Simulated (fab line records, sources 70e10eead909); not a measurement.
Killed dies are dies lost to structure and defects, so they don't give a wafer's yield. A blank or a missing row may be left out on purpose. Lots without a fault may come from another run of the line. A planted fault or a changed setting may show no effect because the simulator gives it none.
Chamber matching | flow nand_harc | NHARC_P_GATE_DESCUM_31 on rie_diel-10: 4 sister chambers
The step chemistry O2, time 3 s. 20 wafers are shown with their chamber, then 10 later ones without.

WAFERS WITH THEIR CHAMBER
wafer  | chamber | showerhead_plenum_p_Torr (Torr) | oes_product_au (a.u.) | rf_vpp_V (V)
L076.1 | 0       | 2.01                            | 0.974                 | 56.9
L076.2 | 3       | 1.92                            | 0.981                 | 58.6
L076.3 | 1       | 1.88                            | 0.972                 | 56.6
L076.4 | 2       | 1.88                            | 0.992                 | 57.1
L076.5 | 2       | 1.88                            | 1.001                 | 56.0
L076.6 | 1       | 1.88                            | 0.965                 | 57.5
L081.1 | 3       | 1.92                            | 0.987                 | 58.3
L081.4 | 0       | 2.01                            | 0.990                 | 57.4
L081.5 | 3       | 1.92                            | 0.988                 | 57.1
L084.2 | 3       | 1.92                            | 0.985                 | 57.4
L084.3 | 2       | 1.88                            | 0.986                 | 57.9
L084.4 | 0       | 2.01                            | 0.976                 | 59.1
L084.1 | 1       | 1.87                            | 0.992                 | 58.6
L084.5 | 2       | 1.88                            | 0.986                 | 57.3
L084.6 | 3       | 1.92                            | 0.979                 | 56.9
L087.1 | 1       | 1.87                            | 0.991                 | 57.0
L087.5 | 2       | 1.88                            | 0.993                 | 57.6
L087.6 | 1       | 1.87                            | 0.989                 | 57.6
L088.1 | 3       | 1.92                            | 0.992                 | 58.0
L088.3 | 1       | 1.87                            | 0.994                 | 57.1

SIGNATURES (means of the wafers above)
reading                  | chamber 0 | chamber 1 | chamber 2 | chamber 3 | scatter within a chamber
showerhead_plenum_p_Torr | 2.0100    | 1.8733    | 1.8800    | 1.9200    | 0.00289
oes_product_au           | 0.98000   | 0.98383   | 0.99160   | 0.98533   | 0.00852
rf_vpp_V                 | 57.800    | 57.400    | 57.180    | 57.717    | 0.77
Rule: a wafer's distance from a chamber is the root of the sum, over the readings, of the square of ((its reading less the chamber's mean) divided by the reading's scatter). The wafer belongs to the nearest chamber; if the next one is less than 2 further off, it can't be placed. The scatter: the root of (the sum of the squares of (reading less its chamber's mean) over the shown wafers, divided by (wafers less chambers)).

WAFERS WITHOUT THEIR CHAMBER
wafer  | showerhead_plenum_p_Torr (Torr) | oes_product_au (a.u.) | rf_vpp_V (V)
L088.4 | 2.01                            | 0.999                 | 57.1
L093.2 | 1.87                            | 1.010                 | 56.3
L093.4 | 1.92                            | 0.995                 | 58.6
L093.6 | 1.87                            | 0.990                 | 57.6
L095.3 | 1.92                            | 0.985                 | 57.8
L095.4 | 1.92                            | 0.981                 | 57.5
L095.5 | 1.87                            | 1.009                 | 57.2
L096.2 | 2.01                            | 0.998                 | 57.0
L096.3 | 1.87                            | 1.004                 | 58.8
L096.5 | 1.87                            | 1.005                 | 57.8

WHICH CHAMBER EACH WENT THROUGH
wafer  | from the rows above     | in truth
L088.4 | 0                       | 0
L093.2 | can't be placed: 1 or 2 | 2
L093.4 | 3                       | 3
L093.6 | 1                       | 1
L095.3 | 3                       | 3
L095.4 | 3                       | 3
L095.5 | can't be placed: 1 or 2 | 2
L096.2 | 0                       | 0
L096.3 | can't be placed: 1 or 2 | 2
L096.5 | can't be placed: 1 or 2 | 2
Placed correctly: 6 of 10. Can't be placed from these rows: 4 (the true chamber is among the candidates in 4). Placed wrongly: 0.
